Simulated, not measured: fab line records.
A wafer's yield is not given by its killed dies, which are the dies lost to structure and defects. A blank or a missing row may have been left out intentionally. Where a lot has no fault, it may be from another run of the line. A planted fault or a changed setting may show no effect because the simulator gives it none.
Problem report, 8D (eight disciplines) form, completed by code | flow n5-finfet | the parts of the form that need people (team, actions taken, sign-off) are left out

1. THE ISSUE
At N5_PASSIVATION_PROBE_49, killed_at_M0_to_M3 averages 1103 over 9 wafers from 3 lots, while fault-free wafers read 35, standard deviation 11. Measured from the usual mean, that is +97 standard deviations.
First seen on wafer L560.1, day 14 07:02, on prober-01. The record holds 20 wafers of 7 lots with a number at this step. Rule for "out", or "out of limits": more than 4 standard deviations from the usual mean. All remaining wafers that have a number are taken as sound.

2. WHAT IT IS AND WHAT IT IS NOT
question                    | is                                                                                                                     | is not
which readings at this step | killed_at_M0_to_M3, defect-limited-yield, killed-dies, killed-on-rim, sort_bin_5_function, sort-n-pass, sort-yield-pct | killed_at_M4_up, killed-at-contacts, killed-open, sort_bin_4_leakage, sort_bin_6_memory
which lots                  | L560, L561, L564                                                                                                       | L556, L557, L572, L573
which wafers of those lots  | all that have a number                                                                                                 | -
read on which tools         | prober-01, prober-02                                                                                                   | -
when                        | from day 14 07:02                                                                                                      | up to then (6 sound wafers); but 5 sound wafers of L572, L573 came after

3. THE SUSPECTS, EACH WITH WHAT RULES IT OUT
Counting: a tool at a process step up to the reading stays a suspect if it ran every lot that is out and no sound lot after the first of them.
- rie-diel-05 at N5_BEOL_M0_ETCH_109 (etches SiCN in CH3F/O2, target depth 8 nm, overetch 2.4 nm, time 27.4 s): ruled out as a lasting fault. After its first lot that is out, L560 (day 6 20:46), sound lots L573 ran on it.
Left after counting: nothing in the record.

4. THE CAUSE (what the simulator had put in)
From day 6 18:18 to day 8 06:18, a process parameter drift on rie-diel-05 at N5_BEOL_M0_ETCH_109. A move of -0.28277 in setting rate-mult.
The count ruled it out by mistake, since the rule takes a fault to strike every lot its tool runs from the start of the fault on, and this one did not do so.

5. SEQUENCE OF EFFECTS, ordered by route
One row per reading whose mean, taken over the struck wafers that have a number, lies over 3 standard deviations from the usual. Only readings for which the record gives a usual standard deviation are gone through. hours: the time from each lot's start at the first step in this table that gives one to its start at this step, as a median over the lots. sigmas: the change in usual standard deviations.
hours | step                    | reading              | usual  | on struck wafers | change | sigmas
0     | N5_PASSIVATION_PROBE_49 | defect-limited-yield | 91.0 % | 0.9              | -90.1  | -56
0     | N5_PASSIVATION_PROBE_49 | killed_at_M0_to_M3   | 35     | 1103             | +1068  | +97
0     | N5_PASSIVATION_PROBE_49 | killed-dies          | 106    | 1170             | +1064  | +56
0     | N5_PASSIVATION_PROBE_49 | killed-on-rim        | 14     | 152              | +138   | +34
0     | N5_PASSIVATION_PROBE_49 | sort_bin_5_function  | 5.3 %  | 95.5             | +90.2  | +90
0     | N5_PASSIVATION_PROBE_49 | sort-n-pass          | 1073   | 10               | -1063  | -56
0     | N5_PASSIVATION_PROBE_49 | sort-yield-pct       | 91.0 % | 0.9              | -90.1  | -56
It contains these process steps:
- N5_PASSIVATION_PROBE_49

6. HOW IT WOULD HAVE BEEN CAUGHT EARLIER
First out-of-limits reading in this record: day 14 07:02, which is 181 hours after fault onset at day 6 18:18.
No tool reading at N5_BEOL_M0_ETCH_109 that has a usual standard deviation in the record was out on any struck wafer, so an alarm limit of 4 standard deviations on those readings would not have fired.
